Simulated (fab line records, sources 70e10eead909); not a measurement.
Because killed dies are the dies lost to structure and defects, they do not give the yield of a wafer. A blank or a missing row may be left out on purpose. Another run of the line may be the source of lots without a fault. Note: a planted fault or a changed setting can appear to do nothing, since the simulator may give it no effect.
Which tool is to blame? || flow nandHarc || Sampling: 12 lots, 36 wafers, 5 of 1159 route steps

== WHAT THE GAUGES SHOWED, per wafer ==
NHARC_END_SORT_01. Usual: killedAtArray 29, standard deviation 11; killedAtOther 0.6, standard deviation 0.75; killedAtPeriphery 3.1, standard deviation 2.1; killedDies 32, standard deviation 11; killedOpen 3.0, standard deviation 1.8; killedShort 1.8, standard deviation 1.3.
{"lot": "L438", "measured": "day 21 10:37", "on": "prober-02", "killedAtArray": "30 24 23", "killedAtOther": "0 0 0", "killedAtPeriphery": "4 7 3", "killedDies": "34 31 26", "killedOpen": "3 3 4", "killedShort": "2 3 1", "flag": ""}
{"lot": "L445", "measured": "day 23 03:14", "on": "prober-01", "killedAtArray": "50 38 52", "killedAtOther": "0 0 1", "killedAtPeriphery": "1 3 0", "killedDies": "51 41 53", "killedOpen": "2 5 2", "killedShort": "2 2 3", "flag": ""}
{"lot": "L451", "measured": "day 24 23:00", "on": "prober-01", "killedAtArray": "30 36 33", "killedAtOther": "0 0 0", "killedAtPeriphery": "2 2 0", "killedDies": "32 38 33", "killedOpen": "3 2 0", "killedShort": "0 5 1", "flag": ""}

== WHAT TOOL EACH LOT RAN ON (gives the tool, then ch and the chambers of the sampled wafers, and finally the start) ==
{"lot": "L433", "NHARC_A_STAIRCASE_TRIM_222": "rieDiel-11 ch 0,2, day 11 18:50 or earlier", "NHARC_A_STAIRCASE_ETCH_232": "rieDiel-12 ch 1,3, day 11 18:50 or earlier", "NHARC_A_STAIRCASE_TRIM_233": "rieDiel-12 ch 0,2, day 11 18:50", "NHARC_A_STAIRCASE_ETCH_234": "rieDiel-12 ch 2,3, no start"}
{"lot": "L431", "NHARC_A_STAIRCASE_TRIM_222": "rieDiel-12 ch 0,2, day 11 19:01 or earlier", "NHARC_A_STAIRCASE_ETCH_232": "rieDiel-12 ch 0,1,3, day 11 19:01 or earlier", "NHARC_A_STAIRCASE_TRIM_233": "rieDiel-12 ch 0,2, day 11 19:01", "NHARC_A_STAIRCASE_ETCH_234": "rieDiel-12 ch 2,3, no start"}
{"lot": "L430", "NHARC_A_STAIRCASE_TRIM_222": "rieDiel-11 ch 1,3, day 11 21:51 or earlier", "NHARC_A_STAIRCASE_ETCH_232": "rieDiel-11 ch 1,2,3, day 11 21:51 or earlier", "NHARC_A_STAIRCASE_TRIM_233": "rieDiel-11 ch 2,3, day 11 21:51", "NHARC_A_STAIRCASE_ETCH_234": "rieDiel-11 ch 0,2,3, no start"}
{"lot": "L435", "NHARC_A_STAIRCASE_TRIM_222": "rieDiel-12 ch 1,2, day 12 03:56 or earlier", "NHARC_A_STAIRCASE_ETCH_232": "rieDiel-12 ch 1,2, day 12 03:56 or earlier", "NHARC_A_STAIRCASE_TRIM_233": "rieDiel-12 ch 1,2, day 12 03:56", "NHARC_A_STAIRCASE_ETCH_234": "rieDiel-12 ch 1,2, no start"}
{"lot": "L438", "NHARC_A_STAIRCASE_TRIM_222": "rieDiel-12 ch 1,2, day 13 07:30 or earlier", "NHARC_A_STAIRCASE_ETCH_232": "rieDiel-12 ch 1,2,3, day 13 07:30 or earlier", "NHARC_A_STAIRCASE_TRIM_233": "rieDiel-12 ch 0,2,3, day 13 07:30", "NHARC_A_STAIRCASE_ETCH_234": "rieDiel-12 ch 1,2,3, day 21 10:37 or earlier"}
{"lot": "L439", "NHARC_A_STAIRCASE_TRIM_222": "rieDiel-11 ch 0,1,3, day 13 15:35 or earlier", "NHARC_A_STAIRCASE_ETCH_232": "rieDiel-12 ch 0,1,3, day 13 15:35 or earlier", "NHARC_A_STAIRCASE_TRIM_233": "rieDiel-12 ch 0,1,3, day 13 15:35", "NHARC_A_STAIRCASE_ETCH_234": "rieDiel-12 ch 0,2,3, no start"}
{"lot": "L445", "NHARC_A_STAIRCASE_TRIM_222": "rieDiel-12 ch 1,2,3, day 15 01:34 or earlier", "NHARC_A_STAIRCASE_ETCH_232": "rieDiel-10 ch 0,3, day 15 01:34 or earlier", "NHARC_A_STAIRCASE_TRIM_233": "rieDiel-10 ch 0,2,3, day 15 01:34", "NHARC_A_STAIRCASE_ETCH_234": "rieDiel-10 ch 0,3, day 23 03:14 or earlier"}
{"lot": "L447", "NHARC_A_STAIRCASE_TRIM_222": "rieDiel-10 ch 1,2,3, day 15 06:17 or earlier", "NHARC_A_STAIRCASE_ETCH_232": "rieDiel-10 ch 0,1,3, day 15 06:17 or earlier", "NHARC_A_STAIRCASE_TRIM_233": "rieDiel-10 ch 1,2,3, day 15 06:17", "NHARC_A_STAIRCASE_ETCH_234": "rieDiel-10 ch 0,2,3, no start"}
{"lot": "L449", "NHARC_A_STAIRCASE_TRIM_222": "rieDiel-11 ch 1,2,3, day 15 19:52 or earlier", "NHARC_A_STAIRCASE_ETCH_232": "rieDiel-11 ch 0,1,2, day 15 19:52 or earlier", "NHARC_A_STAIRCASE_TRIM_233": "rieDiel-11 ch 0,1,3, day 15 19:52", "NHARC_A_STAIRCASE_ETCH_234": "rieDiel-11 ch 1,2,3, no start"}
{"lot": "L451", "NHARC_A_STAIRCASE_TRIM_222": "rieDiel-12 ch 0,2, day 16 05:59 or earlier", "NHARC_A_STAIRCASE_ETCH_232": "rieDiel-11 ch 0,1,3, day 16 05:59 or earlier", "NHARC_A_STAIRCASE_TRIM_233": "rieDiel-11 ch 1,2,3, day 16 05:59", "NHARC_A_STAIRCASE_ETCH_234": "rieDiel-11 ch 1,2, day 24 23:00 or earlier"}
{"lot": "L452", "NHARC_A_STAIRCASE_TRIM_222": "rieDiel-11 ch 2,3, day 16 08:31 or earlier", "NHARC_A_STAIRCASE_ETCH_232": "rieDiel-12 ch 0,3, day 16 08:31 or earlier", "NHARC_A_STAIRCASE_TRIM_233": "rieDiel-12 ch 0,3, day 16 08:31", "NHARC_A_STAIRCASE_ETCH_234": "rieDiel-12 ch 0,1,3, no start"}
{"lot": "L453", "NHARC_A_STAIRCASE_TRIM_222": "rieDiel-12 ch 0,1,3, day 17 14:17 or earlier", "NHARC_A_STAIRCASE_ETCH_232": "rieDiel-10 ch 0,2,3, day 17 14:17 or earlier", "NHARC_A_STAIRCASE_TRIM_233": "rieDiel-10 ch 0,2,3, day 17 14:17", "NHARC_A_STAIRCASE_ETCH_234": "rieDiel-10 ch 0,1,2, no start"}
- NHARC_A_STAIRCASE_TRIM_222: chemistry O2, time 211.2 s.
- NHARC_A_STAIRCASE_ETCH_232: etches the open film in C4F8/O2, target depth 100 nm, time 40.5 s.
- NHARC_A_STAIRCASE_TRIM_233: chemistry O2, time 211.2 s.
- NHARC_A_STAIRCASE_ETCH_234: etches the open film in C4F8/O2, target depth 100 nm, time 40.5 s.

== WHAT THE TOOLS THEMSELVES READ (means of the sampled wafers that have a number; where no wafer has one, the mark that the record gives instead) ==
NHARC_A_STAIRCASE_TRIM_222. Usual: drypumpMotorCurrentA 6.2 A, standard deviation 0.41; oesProductAu 1.000 a.u., standard deviation 0.0077; rfVppV 57.8 V, standard deviation 0.91; runLengthS 232.6 s, standard deviation 0.51; showerheadPlenumPTorr 3.52 Torr, standard deviation 0.14; throttleValvePct 17.036 %, standard deviation 0.0093.
{"lot": "L433", "tool": "rieDiel-11", "drypumpMotorCurrentA (A)": 6.1, "oesProductAu (a.u.)": 1.004, "rfVppV (V)": 57.6, "runLengthS (s)": 232.9, "showerheadPlenumPTorr (Torr)": 3.40, "throttleValvePct (%)": 17.044, "flag": ""}
{"lot": "L431", "tool": "rieDiel-12", "drypumpMotorCurrentA (A)": 6.4, "oesProductAu (a.u.)": 0.999, "rfVppV (V)": 58.0, "runLengthS (s)": 233.0, "showerheadPlenumPTorr (Torr)": 3.68, "throttleValvePct (%)": 17.034, "flag": ""}
{"lot": "L430", "tool": "rieDiel-11", "drypumpMotorCurrentA (A)": 6.3, "oesProductAu (a.u.)": 0.995, "rfVppV (V)": 57.2, "runLengthS (s)": 232.9, "showerheadPlenumPTorr (Torr)": 3.53, "throttleValvePct (%)": 17.047, "flag": ""}
{"lot": "L435", "tool": "rieDiel-12", "drypumpMotorCurrentA (A)": 6.6, "oesProductAu (a.u.)": 0.992, "rfVppV (V)": 58.1, "runLengthS (s)": 232.8, "showerheadPlenumPTorr (Torr)": 3.57, "throttleValvePct (%)": 17.038, "flag": ""}
{"lot": "L438", "tool": "rieDiel-12", "drypumpMotorCurrentA (A)": 6.6, "oesProductAu (a.u.)": 1.009, "rfVppV (V)": 58.0, "runLengthS (s)": 233.1, "showerheadPlenumPTorr (Torr)": 3.56, "throttleValvePct (%)": 17.033, "flag": ""}
{"lot": "L439", "tool": "rieDiel-11", "drypumpMotorCurrentA (A)": 6.3, "oesProductAu (a.u.)": 1.005, "rfVppV (V)": 57.8, "runLengthS (s)": 233.1, "showerheadPlenumPTorr (Torr)": 3.46, "throttleValvePct (%)": 17.030, "flag": ""}
{"lot": "L445", "tool": "rieDiel-12", "drypumpMotorCurrentA (A)": 6.3, "oesProductAu (a.u.)": 1.006, "rfVppV (V)": 57.4, "runLengthS (s)": 232.5, "showerheadPlenumPTorr (Torr)": 3.54, "throttleValvePct (%)": 17.033, "flag": ""}
{"lot": "L447", "tool": "rieDiel-10", "drypumpMotorCurrentA (A)": 5.4, "oesProductAu (a.u.)": 0.998, "rfVppV (V)": 58.3, "runLengthS (s)": 232.7, "showerheadPlenumPTorr (Torr)": 3.51, "throttleValvePct (%)": 17.030, "flag": ""}
{"lot": "L449", "tool": "rieDiel-11", "drypumpMotorCurrentA (A)": 6.3, "oesProductAu (a.u.)": 1.000, "rfVppV (V)": 57.7, "runLengthS (s)": 232.5, "showerheadPlenumPTorr (Torr)": 3.53, "throttleValvePct (%)": 17.035, "flag": ""}
{"lot": "L451", "tool": "rieDiel-12", "drypumpMotorCurrentA (A)": 6.4, "oesProductAu (a.u.)": 0.987, "rfVppV (V)": 59.3, "runLengthS (s)": 233.0, "showerheadPlenumPTorr (Torr)": 3.65, "throttleValvePct (%)": 17.035, "flag": ""}
{"lot": "L452", "tool": "rieDiel-11", "drypumpMotorCurrentA (A)": 6.3, "oesProductAu (a.u.)": 1.000, "rfVppV (V)": 58.1, "runLengthS (s)": 232.2, "showerheadPlenumPTorr (Torr)": 3.55, "throttleValvePct (%)": 17.034, "flag": ""}
{"lot": "L453", "tool": "rieDiel-12", "drypumpMotorCurrentA (A)": 6.1, "oesProductAu (a.u.)": 0.992, "rfVppV (V)": 58.7, "runLengthS (s)": 232.1, "showerheadPlenumPTorr (Torr)": 3.68, "throttleValvePct (%)": 17.026, "flag": ""}

NHARC_A_STAIRCASE_ETCH_232. Usual: biasW 999.6 W, standard deviation 2.7; oesProductAu 0.943 a.u., standard deviation 0.011; rfVppV 896 V, standard deviation 5.1.
{"lot": "L433", "tool": "rieDiel-12", "biasW (W)": 1001.9, "oesProductAu (a.u.)": 0.940, "rfVppV (V)": 897, "flag": ""}
{"lot": "L431", "tool": "rieDiel-12", "biasW (W)": 1001.1, "oesProductAu (a.u.)": 0.931, "rfVppV (V)": 896, "flag": ""}
{"lot": "L430", "tool": "rieDiel-11", "biasW (W)": 996.9, "oesProductAu (a.u.)": 0.955, "rfVppV (V)": 896, "flag": ""}
{"lot": "L435", "tool": "rieDiel-12", "biasW (W)": 1000.6, "oesProductAu (a.u.)": 0.936, "rfVppV (V)": 892, "flag": ""}
{"lot": "L438", "tool": "rieDiel-12", "biasW (W)": 1000.1, "oesProductAu (a.u.)": 0.936, "rfVppV (V)": 897, "flag": ""}
{"lot": "L439", "tool": "rieDiel-12", "biasW (W)": 999.3, "oesProductAu (a.u.)": 0.956, "rfVppV (V)": 896, "flag": ""}
{"lot": "L445", "tool": "rieDiel-10", "biasW (W)": 1001.2, "oesProductAu (a.u.)": 0.940, "rfVppV (V)": 897, "flag": ""}
{"lot": "L447", "tool": "rieDiel-10", "biasW (W)": 999.9, "oesProductAu (a.u.)": 0.937, "rfVppV (V)": 894, "flag": ""}
{"lot": "L449", "tool": "rieDiel-11", "biasW (W)": 999.7, "oesProductAu (a.u.)": 0.932, "rfVppV (V)": 893, "flag": ""}
{"lot": "L451", "tool": "rieDiel-11", "biasW (W)": 999.8, "oesProductAu (a.u.)": 0.956, "rfVppV (V)": 893, "flag": ""}
{"lot": "L452", "tool": "rieDiel-12", "biasW (W)": 1000.2, "oesProductAu (a.u.)": 0.948, "rfVppV (V)": 900, "flag": ""}
{"lot": "L453", "tool": "rieDiel-10", "biasW (W)": 999.0, "oesProductAu (a.u.)": 0.940, "rfVppV (V)": 897, "flag": ""}

NHARC_A_STAIRCASE_TRIM_233. Usual: drypumpMotorCurrentA 6.1 A, standard deviation 0.46; oesProductAu 0.998 a.u., standard deviation 0.0076; rfVppV 57.7 V, standard deviation 0.92; runLengthS 232.6 s, standard deviation 0.53; showerheadPlenumPTorr 3.52 Torr, standard deviation 0.14; throttleValvePct 17.036 %, standard deviation 0.0088.
{"lot": "L433", "tool": "rieDiel-12", "drypumpMotorCurrentA (A)": 6.1, "oesProductAu (a.u.)": 0.986, "rfVppV (V)": 58.3, "runLengthS (s)": 233.0, "showerheadPlenumPTorr (Torr)": 3.65, "throttleValvePct (%)": 17.041, "flag": ""}
{"lot": "L431", "tool": "rieDiel-12", "drypumpMotorCurrentA (A)": 6.4, "oesProductAu (a.u.)": 0.987, "rfVppV (V)": 58.4, "runLengthS (s)": 233.0, "showerheadPlenumPTorr (Torr)": 3.68, "throttleValvePct (%)": 17.032, "flag": ""}
{"lot": "L430", "tool": "rieDiel-11", "drypumpMotorCurrentA (A)": 6.4, "oesProductAu (a.u.)": 1.004, "rfVppV (V)": 57.8, "runLengthS (s)": 232.4, "showerheadPlenumPTorr (Torr)": 3.59, "throttleValvePct (%)": 17.037, "flag": ""}
{"lot": "L435", "tool": "rieDiel-12", "drypumpMotorCurrentA (A)": 6.6, "oesProductAu (a.u.)": 1.006, "rfVppV (V)": 57.7, "runLengthS (s)": 232.6, "showerheadPlenumPTorr (Torr)": 3.43, "throttleValvePct (%)": 17.040, "flag": ""}
{"lot": "L438", "tool": "rieDiel-12", "drypumpMotorCurrentA (A)": 6.1, "oesProductAu (a.u.)": 0.998, "rfVppV (V)": 58.3, "runLengthS (s)": 224.4, "showerheadPlenumPTorr (Torr)": 3.66, "throttleValvePct (%)": 17.035, "flag": "OFF"}
{"lot": "L439", "tool": "rieDiel-12", "drypumpMotorCurrentA (A)": 6.0, "oesProductAu (a.u.)": 0.990, "rfVppV (V)": 58.5, "runLengthS (s)": 223.9, "showerheadPlenumPTorr (Torr)": 3.52, "throttleValvePct (%)": 17.034, "flag": "OFF"}
{"lot": "L445", "tool": "rieDiel-10", "drypumpMotorCurrentA (A)": 5.5, "oesProductAu (a.u.)": 0.994, "rfVppV (V)": 58.4, "runLengthS (s)": 232.4, "showerheadPlenumPTorr (Torr)": 3.56, "throttleValvePct (%)": 17.025, "flag": ""}
{"lot": "L447", "tool": "rieDiel-10", "drypumpMotorCurrentA (A)": 5.4, "oesProductAu (a.u.)": 0.995, "rfVppV (V)": 58.2, "runLengthS (s)": 232.3, "showerheadPlenumPTorr (Torr)": 3.50, "throttleValvePct (%)": 17.024, "flag": ""}
{"lot": "L449", "tool": "rieDiel-11", "drypumpMotorCurrentA (A)": 6.3, "oesProductAu (a.u.)": 1.000, "rfVppV (V)": 57.1, "runLengthS (s)": 233.1, "showerheadPlenumPTorr (Torr)": 3.45, "throttleValvePct (%)": 17.043, "flag": ""}
{"lot": "L451", "tool": "rieDiel-11", "drypumpMotorCurrentA (A)": 6.3, "oesProductAu (a.u.)": 1.000, "rfVppV (V)": 57.8, "runLengthS (s)": 232.7, "showerheadPlenumPTorr (Torr)": 3.53, "throttleValvePct (%)": 17.036, "flag": ""}
{"lot": "L452", "tool": "rieDiel-12", "drypumpMotorCurrentA (A)": 5.8, "oesProductAu (a.u.)": 0.998, "rfVppV (V)": 57.6, "runLengthS (s)": 232.3, "showerheadPlenumPTorr (Torr)": 3.61, "throttleValvePct (%)": 17.035, "flag": ""}
{"lot": "L453", "tool": "rieDiel-10", "drypumpMotorCurrentA (A)": 5.5, "oesProductAu (a.u.)": 0.989, "rfVppV (V)": 58.3, "runLengthS (s)": 232.7, "showerheadPlenumPTorr (Torr)": 3.55, "throttleValvePct (%)": 17.040, "flag": ""}

NHARC_A_STAIRCASE_ETCH_234. Usual: biasW 1000.2 W, standard deviation 2.9; oesProductAu 0.944 a.u., standard deviation 0.012; rfVppV 895 V, standard deviation 5.1.
{"lot": "L433", "tool": "rieDiel-12", "biasW (W)": 996.4, "oesProductAu (a.u.)": 0.944, "rfVppV (V)": 901, "flag": ""}
{"lot": "L431", "tool": "rieDiel-12", "biasW (W)": 998.7, "oesProductAu (a.u.)": 0.933, "rfVppV (V)": 902, "flag": ""}
{"lot": "L430", "tool": "rieDiel-11", "biasW (W)": 997.6, "oesProductAu (a.u.)": 0.946, "rfVppV (V)": 895, "flag": ""}
{"lot": "L435", "tool": "rieDiel-12", "biasW (W)": 1000.8, "oesProductAu (a.u.)": 0.944, "rfVppV (V)": 897, "flag": ""}
{"lot": "L438", "tool": "rieDiel-12", "biasW (W)": 1000.4, "oesProductAu (a.u.)": 0.946, "rfVppV (V)": 897, "flag": ""}
{"lot": "L439", "tool": "rieDiel-12", "biasW (W)": 1000.2, "oesProductAu (a.u.)": 0.951, "rfVppV (V)": 900, "flag": ""}
{"lot": "L445", "tool": "rieDiel-10", "biasW (W)": 1001.8, "oesProductAu (a.u.)": 0.954, "rfVppV (V)": 897, "flag": ""}
{"lot": "L447", "tool": "rieDiel-10", "biasW (W)": 1000.8, "oesProductAu (a.u.)": 0.948, "rfVppV (V)": 898, "flag": ""}
{"lot": "L449", "tool": "rieDiel-11", "biasW (W)": 1001.0, "oesProductAu (a.u.)": 0.932, "rfVppV (V)": 896, "flag": ""}
{"lot": "L451", "tool": "rieDiel-11", "biasW (W)": 1002.1, "oesProductAu (a.u.)": 0.951, "rfVppV (V)": 895, "flag": ""}
{"lot": "L452", "tool": "rieDiel-12", "biasW (W)": 1001.0, "oesProductAu (a.u.)": 0.951, "rfVppV (V)": 895, "flag": ""}
{"lot": "L453", "tool": "rieDiel-10", "biasW (W)": 999.7, "oesProductAu (a.u.)": 0.950, "rfVppV (V)": 893, "flag": ""}

== THE ANSWER, worked out from the rows above alone ==
Rule: take the mean of a lot's wafers that have a number; if it is more than 3 standard deviations from the usual mean, the lot is off. A lot without any number at a reading at which 4 lots or more have one is off too. The other lots that the step has rows for count as sound. After the gauges, taken in route order, come the tools' own readings; for these a lot's mean is taken, as printed above. At the first step where some lot is off, the reading lying furthest off is the one used; lots without a number count as furthest.
Off at NHARC_A_STAIRCASE_TRIM_233 (runLengthS): L438, L439.
A tool fits if, at that step or a process step before it, it ran every lot that is off, and no sound lot after the first of them. Because NHARC_A_STAIRCASE_TRIM_222 lacks a start for some lots, the hours and order of its lots are taken from NHARC_A_STAIRCASE_TRIM_233. Because NHARC_A_STAIRCASE_ETCH_232 lacks a start for some lots, the hours and order of its lots are taken from NHARC_A_STAIRCASE_TRIM_233. None of those tried fits.

== WHAT HAD BEEN PUT IN BY THE SIMULATOR ==
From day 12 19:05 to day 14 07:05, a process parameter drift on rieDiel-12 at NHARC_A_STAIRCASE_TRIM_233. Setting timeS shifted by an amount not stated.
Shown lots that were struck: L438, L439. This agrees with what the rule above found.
